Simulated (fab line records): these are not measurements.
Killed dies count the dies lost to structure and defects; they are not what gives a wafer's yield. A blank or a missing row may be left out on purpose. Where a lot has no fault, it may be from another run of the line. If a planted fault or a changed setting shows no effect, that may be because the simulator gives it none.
Which of the tools did it?	flow nand harc	13 lots with 39 wafers sampled at 5 steps, on a route of 1302 steps

WHAT THE GAUGES SHOWED, per wafer
NHARC_A_M0_THK_MEAS_24: measures by xrf.
lot	measured	on	thk nm (nm)
L166	day 22 16:26	film metro-02	112.3 114.1 111.6
L167	day 23 08:13	film metro-01	110.6 111.8 112.1
L169	day 24 02:19	film metro-01	114.5 115.4 112.8
L170	day 24 19:14	film metro-01	112.6 113.8 111.9
L175	day 27 01:05	film metro-02	114.1 113.6 112.7
L176	day 27 10:42	film metro-02	114.7 112.7 112.9
L181	day 28 18:51	film metro-02	113.7 113.9 112.6
L184	day 30 04:11	film metro-02	116.8 113.0 115.9
L185	day 31 00:34	film metro-02	116.7 116.8 115.8
L186	day 31 01:50	film metro-01	116.3 117.4 114.9
L188	day 31 13:21	film metro-01	113.0 111.7 115.1
L187	day 31 13:34	film metro-01	113.3 113.1 112.1
L189	day 33 16:36	film metro-01	112.9 117.1 112.9

NHARC_END_SORT_01.
lot	measured	on	defect limited yield (%)	killed at array	killed at other	killed at periphery	killed dies	killed open	killed short
L166	day 24 09:07	prober-01	92.8 93.6 93.2	41 40 40	0 0 0	8 3 6	49 43 46	3 3 5	2 0 5
L167	day 24 19:37	prober-01	92.3 94.8 93.1	49 34 44	0 1 1	3 0 2	52 35 47	7 2 4	4 4 2
L169	day 25 17:55	prober-02	90.7 92.5 92.9	58 45 40	2 2 4	3 4 4	63 51 48	2 2 4	5 2 3
L170	day 26 11:51	prober-01	90.5 89.1 88.8	60 71 74	0 0 0	4 3 2	64 74 76	3 6 4	2 1 5
L175	day 28 15:52	prober-01	94.1 91.7 93.9	36 49 37	1 0 1	3 7 3	40 56 41	2 3 1	4 2 1
L176	day 29 03:04	prober-02	92.9 91.9 93.1	45 49 42	0 1 0	3 5 5	48 55 47	4 5 2	1 2 2
L181	day 30 18:19	prober-01	92.5 91.1 92.6	46 57 48	2 2 0	3 1 2	51 60 50	1 4 7	3 2 1
L184	day 31 19:13	prober-01	87.9 86.7 87.0	74 87 74	0 0 0	8 3 14	82 90 88	3 2 0	4 1 4
L185	day 32 21:46	prober-02	93.2 95.3 95.9	43 28 27	0 0 0	3 4 1	46 32 28	6 2 1	3 0 0
L186	day 32 20:02	prober-01	86.7 87.3 87.0	87 82 85	2 3 0	1 1 3	90 86 88	2 2 3	1 2 2
L188	day 33 03:02	prober-01	87.7 90.4 90.5	69 55 55	3 2 1	11 8 8	83 65 64	12 2 2	4 4 3
L187	day 33 06:17	prober-02	90.0 93.8 91.6	56 36 45	3 2 6	9 4 6	68 42 57	7 3 4	3 2 4
L189	day 35 05:52	prober-02	90.0 92.6 89.4	46 40 60	6 1 2	16 9 10	68 50 72	3 3 4	2 2 3

EACH LOT AND THE TOOL THAT RAN IT (in order: tool; ch and the chambers of the sampled wafers; start)
lot	NHARC_A_M0_ANNEAL_30	NHARC_A_M0_DEP_32	NHARC_A_M1_SOFTBAKE_04
L166	rtp anneal-01 ch 0, day 22 15:52	pecvd-04 ch 0,1, day 22 16:47	litho track-01 ch 0, day 22 17:00
L167	rtp anneal-01 ch 0, day 23 07:36	pecvd-04 ch 1,2, day 23 08:31	litho track-04 ch 0, day 23 09:00
L169	rtp anneal-02 ch 0, day 24 01:40	pecvd-02 ch 1,2, day 24 02:40	litho track-06 ch 0, day 24 03:00
L170	rtp anneal-01 ch 0, day 24 18:37	pecvd-04 ch 0,2, day 24 19:32	litho track-06 ch 0, day 24 20:00
L175	rtp anneal-02 ch 0, day 27 00:31	pecvd-01 ch 0, day 27 01:48	litho track-06 ch 0, day 27 02:00
L176	rtp anneal-01 ch 0, day 27 10:02	pecvd-01 ch 0,2, day 27 11:02	litho track-06 ch 0, day 27 12:00
L181	rtp anneal-01 ch 0, day 28 18:11	pecvd-01 ch 0,1, day 28 19:12	litho track-01 ch 0, day 28 19:00
L184	rtp anneal-01 ch 0, day 30 03:33	pecvd-04 ch 0,2, day 30 04:29	litho track-01 ch 0, day 30 05:00
L185	rtp anneal-02 ch 0, day 30 23:58	pecvd-02 ch 1,2, day 31 00:59	litho track-04 ch 0, day 31 01:00
L186	rtp anneal-01 ch 0, day 31 01:13	pecvd-02 ch 0,2, day 31 02:10	litho track-06 ch 0, day 31 02:00
L188	rtp anneal-01 ch 0, day 31 12:41	pecvd-04 ch 0,2, day 31 13:40	litho track-06 ch 0, day 31 14:00
L187	rtp anneal-02 ch 0, day 31 13:01	pecvd-02 ch 0,1,2, day 31 13:52	litho track-01 ch 0, day 31 14:00
L189	rtp anneal-01 ch 0, day 33 15:56	pecvd-01 ch 0,1,2, day 33 16:59	litho track-06 ch 0, day 33 17:00
- NHARC_A_M0_ANNEAL_30: time 90 s.
- NHARC_A_M0_DEP_32: deposits SiCN, target thk 30 nm.
- NHARC_A_M1_SOFTBAKE_04: time 55 s.

WHAT THE TOOLS THEMSELVES READ (means of the sampled wafers that have a number; where no wafer has one, the mark that the record gives instead)
NHARC_A_M0_ANNEAL_30.
lot	tool	anneal temp c (C)	wafer_temp_C_max
L166	rtp anneal-01	225.00	226.25
L167	rtp anneal-01	225.13	226.13
L169	rtp anneal-02	224.98	226.00
L170	rtp anneal-01	224.93	226.44
L175	rtp anneal-02	225.18	226.27
L176	rtp anneal-01	224.77	226.18
L181	rtp anneal-01	225.15	226.38
L184	rtp anneal-01	225.11	226.19
L185	rtp anneal-02	225.42	225.94
L186	rtp anneal-01	224.94	226.04
L188	rtp anneal-01	225.05	225.98
L187	rtp anneal-02	224.99	226.32
L189	rtp anneal-01	224.83	226.37

NHARC_A_M0_DEP_32.
lot	tool	chamber pressure Torr (Torr)	heater power w (W)
L166	pecvd-04	3.000	644
L167	pecvd-04	2.998	723
L169	pecvd-02	3.007	550
L170	pecvd-04	3.004	665
L175	pecvd-01	3.002	740
L176	pecvd-01	2.999	577
L181	pecvd-01	3.003	624
L184	pecvd-04	3.003	656
L185	pecvd-02	3.002	532
L186	pecvd-02	3.006	613
L188	pecvd-04	2.998	667
L187	pecvd-02	2.997	602
L189	pecvd-01	2.999	571

NHARC_A_M1_SOFTBAKE_04.
lot	tool	heater power total W (W)
L166	litho track-01	188.43
L167	litho track-04	188.48
L169	litho track-06	188.47
L170	litho track-06	188.32
L175	litho track-06	200.11
L176	litho track-06	200.17
L181	litho track-01	188.53
L184	litho track-01	188.37
L185	litho track-04	188.52
L186	litho track-06	188.41
L188	litho track-06	188.51
L187	litho track-01	188.40
L189	litho track-06	188.33

THE ANSWER, worked out from the rows above alone
Rule: usual is defined by the lots themselves. Put in order of their means at a reading, lots are off if they are a third of the lots or fewer, leave a main group of 4 or more, and stand apart from it by a gap of 3 or more times the standard deviation of the main group's means; of several such gaps the widest counts. A main group whose means are all the same, to the digits that the tables above print for the reading, isn't used. A lot without any number at a reading at which 4 lots or more have one is off too. Where the step has rows for the other lots, those lots are counted as sound. First the gauges in route order, then the tools' own readings, where a lot's mean is used as printed above. At the first step where some lot is off, the reading lying furthest off is the one used; lots without a number count as furthest.
Off, at NHARC_A_M1_SOFTBAKE_04 on heater power total W: L175, L176. Mean 188.43 W and standard deviation 0.071 in the main group.
A tool fits if, at that step or a process step before it, it ran every lot that is off, and no sound lot after the first of them. Not one of the candidates tried fits.

WHAT HAD BEEN PUT IN BY THE SIMULATOR
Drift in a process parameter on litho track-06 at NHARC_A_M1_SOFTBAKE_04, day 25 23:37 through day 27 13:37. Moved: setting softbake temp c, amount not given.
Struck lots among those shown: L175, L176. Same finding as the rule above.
